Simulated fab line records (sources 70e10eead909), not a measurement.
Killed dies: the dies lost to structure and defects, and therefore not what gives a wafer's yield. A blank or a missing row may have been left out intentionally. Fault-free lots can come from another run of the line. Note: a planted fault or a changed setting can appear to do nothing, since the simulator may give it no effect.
A single fault, viewed from 3 desks + flow nand harc + each desk has only its own numbers; what lay behind them comes last

== THE DEFECT DESK ==
Counts from the inspections along the route, per lot, as means over the sampled wafers that have a number. Marked OUT: a lot whose mean sits more than 4 standard deviations from the usual mean, which makes it out of limits; the brackets give that distance.
Columns: A = raw defect count at NHARC_A_ZERO_WELL_INSPECT_17, usual 13; B = raw defect count at NHARC_A_SOURCE_PLATE_INSPECT_08, usual 70
| lot  | first seen here | A             | B              |
|------|-----------------|---------------|----------------|
| L136 | day 7 16:22     | 16            | 53             |
| L137 | day 7 16:55     | 10            | 47             |
| L139 | day 8 06:16     | 9             | 65             |
| L140 | day 8 18:35     | 20            | 57             |
| L145 | day 9 19:25     | 20            | 80             |
| L147 | day 10 09:37    | 147 (+21) OUT | 227 (+5.8) OUT |
| L149 | day 10 18:50    | 176 (+25) OUT | 204 (+5.0) OUT |
| L150 | day 11 03:41    | 13            | 44             |
| L151 | day 11 18:26    | 14            | 55             |
| L154 | day 11 19:56    | 11            | 74             |
| L155 | day 12 01:46    | 11            | 100            |
Finding of this desk: L147, L149 out of limits; the first was L147 at day 10 09:37, on raw defect count at NHARC_A_ZERO_WELL_INSPECT_17. L136, L137, L139, L140, L145, L150, L151, L154, L155 stayed within limits.

== FOR THE TOOL OWNER'S DESK: rie diel-08 ==
The tool's own readings at NHARC_A_ZERO_WELL_ETCH_19 (etches the open film in N2/H2, target depth 80 nm, overetch 24 nm, time 87.88 s): means of the sampled wafers that have a number, for each lot that ran on this tool. Marked OUT: a lot whose mean sits more than 4 standard deviations from the usual mean, which makes it out of limits; the brackets give that distance.
Columns: A = drypump motor current A at NHARC_A_ZERO_WELL_ETCH_19, usual 5.7 A; B = h2 flow sccm at NHARC_A_ZERO_WELL_ETCH_19, usual 150.0 sccm; C = oes product au at NHARC_A_ZERO_WELL_ETCH_19, usual 1.000 a.u.; D = rf fwd power W at NHARC_A_ZERO_WELL_ETCH_19, usual 397.0 W; E = rf vpp V at NHARC_A_ZERO_WELL_ETCH_19, usual 429.9 V; F = showerhead plenum p Torr at NHARC_A_ZERO_WELL_ETCH_19, usual 2.02 Torr; G = throttle valve pct at NHARC_A_ZERO_WELL_ETCH_19, usual 14.172 %
| lot  | first seen here | A   | B     | C     | D     | E     | F    | G      |
|------|-----------------|-----|-------|-------|-------|-------|------|--------|
| L136 | day 7 15:08     | 5.8 | 149.7 | 1.009 | 395.6 | 431.0 | 2.04 | 14.177 |
| L137 | day 7 15:41     | 5.7 | 149.7 | 1.003 | 397.8 | 429.0 | 2.02 | 14.171 |
| L139 | day 8 04:53     | 5.8 | 149.8 | 0.996 | 397.1 | 429.6 | 2.04 | 14.171 |
| L147 | day 10 08:22    | 5.6 | 149.9 | 0.996 | 397.1 | 427.7 | 1.92 | 14.172 |
| L149 | day 10 17:38    | 5.9 | 149.8 | 0.997 | 396.2 | 431.7 | 2.06 | 14.161 |
This desk found nothing out of limits on any of the 5 lots.

== METROLOGY DESK ==
What the gauges read for every lot (on any tool): the sampled wafers with a number, averaged. Marked OUT: a lot whose mean sits more than 4 standard deviations from the usual mean, which makes it out of limits; the brackets give that distance.
Columns: A = overlay x nm at NHARC_P_BONDPAD_OVL_MEAS_38, usual 1 nm; B = overlay y nm at NHARC_P_BONDPAD_OVL_MEAS_38, usual -1 nm
| lot  | first seen here | A   | B  |
|------|-----------------|-----|----|
| L136 | day 7 10:52     | 7   | 6  |
| L137 | day 7 11:17     | -4  | -9 |
| L139 | day 8 00:40     | -4  | 4  |
| L140 | day 8 13:07     | 0   | -2 |
| L145 | day 9 13:36     | -14 | -1 |
| L147 | day 10 04:05    | 1   | -9 |
| L149 | day 10 13:18    | 2   | 1  |
| L150 | day 10 22:03    | -3  | 3  |
| L151 | day 11 12:55    | -2  | -3 |
| L154 | day 11 14:25    | 1   | 7  |
| L155 | day 11 20:17    | -3  | -0 |
This desk found nothing out of limits on any of the 11 lots.

== BROUGHT TOGETHER ==
The defect desk could have raised an alarm at day 10 09:37, on L147, L149.
Nothing out of limits was seen by the tool owner's desk.
At the metrology desk, nothing out of limits was observed.
Tool owner's desk: L147, L149 on record, inside its limits.
The metrology desk has L147, L149 on record, within its limits.
Of the lots named, all ran NHARC_A_ZERO_WELL_ETCH_19 on rie diel-08.

== WHAT THE SIMULATOR HAD PUT IN ==
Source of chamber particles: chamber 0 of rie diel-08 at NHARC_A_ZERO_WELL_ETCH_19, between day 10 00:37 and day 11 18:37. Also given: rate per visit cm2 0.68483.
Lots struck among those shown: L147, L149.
Hours from the fault's start to each desk's first reading out of limits: the defect desk, 9.
